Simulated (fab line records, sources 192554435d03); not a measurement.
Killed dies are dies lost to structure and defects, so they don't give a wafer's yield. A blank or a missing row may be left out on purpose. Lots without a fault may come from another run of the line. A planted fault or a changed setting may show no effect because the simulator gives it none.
Chamber matching | flow n5_finfet | N5_FIN_CUT_CUT_ETCH_28 on rie_si-02: 4 sister chambers
The step etches Si in HBr/Cl2/O2, target depth 6 nm, time 2.4 s. 18 wafers are shown with their chamber, then 9 later ones without.

WAFERS WITH THEIR CHAMBER
wafer  | chamber | throttle_valve_pct (%) | drypump_motor_current_A (A) | oes_product_au (a.u.)
L075.2 | 0       | 37.13                  | 6.1                         | 1.006
L075.4 | 1       | 37.03                  | 5.5                         | 0.990
L075.6 | 1       | 37.03                  | 5.5                         | 0.994
L079.1 | 3       | 37.66                  | 6.4                         | 1.014
L079.2 | 0       | 37.14                  | 6.0                         | 1.001
L079.4 | 1       | 37.03                  | 5.5                         | 0.987
L083.1 | 2       | 37.06                  | 6.7                         | 0.993
L083.3 | 3       | 37.65                  | 6.5                         | 1.009
L083.5 | 3       | 37.65                  | 6.5                         | 1.002
L085.1 | 3       | 37.67                  | 6.5                         | 1.003
L085.2 | 1       | 37.04                  | 5.5                         | 0.992
L085.3 | 0       | 37.14                  | 6.1                         | 1.007
L085.4 | 2       | 37.08                  | 6.7                         | 0.988
L085.5 | 2       | 37.06                  | 6.6                         | 0.986
L085.6 | 1       | 37.03                  | 5.5                         | 0.994
L086.1 | 2       | 37.06                  | 6.6                         | 0.986
L086.3 | 1       | 37.04                  | 5.5                         | 0.985
L086.4 | 3       | 37.65                  | 6.5                         | 1.013

SIGNATURES (means of the wafers above)
reading                 | chamber 0 | chamber 1 | chamber 2 | chamber 3 | scatter within a chamber
throttle_valve_pct      | 37.1367   | 37.0333   | 37.0650   | 37.6560   | 0.00765
drypump_motor_current_A | 6.067     | 5.500     | 6.650     | 6.480     | 0.042
oes_product_au          | 1.00467   | 0.99033   | 0.98825   | 1.00820   | 0.00419
Rule: a wafer's distance from a chamber is the root of the sum, over the readings, of the square of ((its reading less the chamber's mean) divided by the reading's scatter). The wafer belongs to the nearest chamber; if the next one is less than 2 further off, it can't be placed. The scatter: the root of (the sum of the squares of (reading less its chamber's mean) over the shown wafers, divided by (wafers less chambers)).

WAFERS WITHOUT THEIR CHAMBER
wafer  | throttle_valve_pct (%) | drypump_motor_current_A (A) | oes_product_au (a.u.)
L089.2 | 37.15                  | 6.0                         | 0.998
L089.3 | 37.02                  | 5.5                         | 0.985
L089.4 | 37.65                  | 6.4                         | 1.001
L091.2 | 37.02                  | 5.5                         | 0.993
L091.5 | 37.06                  | 6.6                         | 0.988
L091.6 | 37.65                  | 6.4                         | 1.009
L097.2 | 37.13                  | 6.1                         | 1.006
L097.3 | 37.06                  | 6.7                         | 0.995
L097.5 | 37.14                  | 6.0                         | 1.001

WHICH CHAMBER EACH WENT THROUGH
wafer  | from the rows above | in truth
L089.2 | 0                   | 0
L089.3 | 1                   | 1
L089.4 | 3                   | 3
L091.2 | 1                   | 1
L091.5 | 2                   | 2
L091.6 | 3                   | 3
L097.2 | 0                   | 0
L097.3 | 2                   | 2
L097.5 | 0                   | 0
Placed correctly: 9 of 9. Can't be placed from these rows: 0. Placed wrongly: 0.
